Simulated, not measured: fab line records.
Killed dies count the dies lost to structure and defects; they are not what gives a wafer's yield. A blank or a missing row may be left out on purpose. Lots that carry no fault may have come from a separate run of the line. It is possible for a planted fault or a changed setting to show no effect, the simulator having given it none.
Split-lot experiment -- flow n5 finfet -- route with 1938 steps; 7 lots, 21 wafers read

ON THE SPLIT
At N5_BEOL_M15_DEP_53 (deposits SiCN from 3MS/NH3, target thk 50 nm, time 17.8 s), the setting time s was moved away from the recipe's 17.8 s on 7 of the 21 wafers read, by -14.3% to +10.4%. For the rest of the wafers, this setting stayed at what the recipe calls for.

Reading taken at the split's own step.

THE READING
SiCN_of_BEOL_M15_DEP_53.thk nm (the simulator's own value, which no gauge read), in nm, at N5_BEOL_M15_DEP_53 (deposits SiCN from 3MS/NH3, target thk 50 nm, time 17.8 s). No usual value for it is given in the file. Across the 14 wafers here that went through the recipe, the average is 50.4 nm and the standard deviation 0.69 nm.

wafer,"tool, chamber at the split","time s as run, s",against the recipe,"SiCN_of_BEOL_M15_DEP_53.thk nm, nm",against lot-mates on the recipe
L074.1,"pecvd-02, 0",17.8,recipe,50,-
L074.2,"pecvd-02, 1",16.23,-8.8%,45.2,-4.8
L074.3,"pecvd-02, 2",16.23,-8.8%,44.6,-5.4
L079.3,"pecvd-04, 1",15.73,-11.6%,43,-6.6
L079.5,"pecvd-04, 1",17.8,recipe,49.6,-
L079.6,"pecvd-04, 2",15.73,-11.6%,45.2,-4.4
L084.1,"pecvd-03, 2",19.66,+10.4%,55.4,+5.4
L084.2,"pecvd-03, 1",17.8,recipe,50,-
L084.5,"pecvd-03, 2",19.66,+10.4%,57,+7.0
L087.3,"pecvd-02, 0",17.8,recipe,49.6,-
L087.5,"pecvd-02, 2",17.8,recipe,49.4,-
L087.6,"pecvd-02, 1",17.8,recipe,49.8,-
L088.1,"pecvd-04, 2",15.25,-14.3%,42.4,-7.9
L088.2,"pecvd-04, 0",17.8,recipe,50.4,-
L088.3,"pecvd-04, 1",17.8,recipe,50.2,-
L092.4,"pecvd-03, 2",17.8,recipe,51.2,-
L092.5,"pecvd-03, 2",17.8,recipe,51.4,-
L092.6,"pecvd-03, 1",17.8,recipe,50,-
L095.2,"pecvd-03, 1",17.8,recipe,50.8,-
L095.3,"pecvd-03, 2",17.8,recipe,51,-
L095.6,"pecvd-03, 0",17.8,recipe,51.6,-

THE FIT
A straight line over all 21 wafers: SiCN_of_BEOL_M15_DEP_53.thk nm changes by +0.562 nm for each +1% of time s; r = +0.98; the points scatter about the line by 0.77 nm.
The same after taking each lot's own level away (the mean of its wafers on the recipe; 21 wafers): +0.546 nm for each +1%; r = +0.98; scatter 0.62 nm.
The reading moves by 7.8 nm for the largest change in time s, on that fit.
Measured against the standard deviation above, the lots' own levels, which go from 49.60 to 51.13 nm, span 2.2 times it.
Hence the lot-to-lot level has little effect on the slope; both slopes agree.
Check: -7.67 nm against its lot-mates is what the line predicts for one of the wafers moved furthest among these (-14.3%) when that wafer is left out of the fit. Against them it came out at -7.9 nm.

THESE WAFERS: OTHER SPLITS
Other splits were also applied to these wafers ahead of the reading. Each is held against what the fit with the lots' levels taken away leaves over:
other split on the same wafers,wafers away from the commonest value,r with SiCN_of_BEOL_M15_DEP_53.thk nm (lot level and that fit taken away)
N5_BEOL_M14_TRENCH_ETCH_34 bias w,9,+0.20

THE FILE'S OWN FIT
SiCN_of_BEOL_M15_DEP_53.thk nm changes by +0.544 nm for each +1% of time s, r = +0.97.
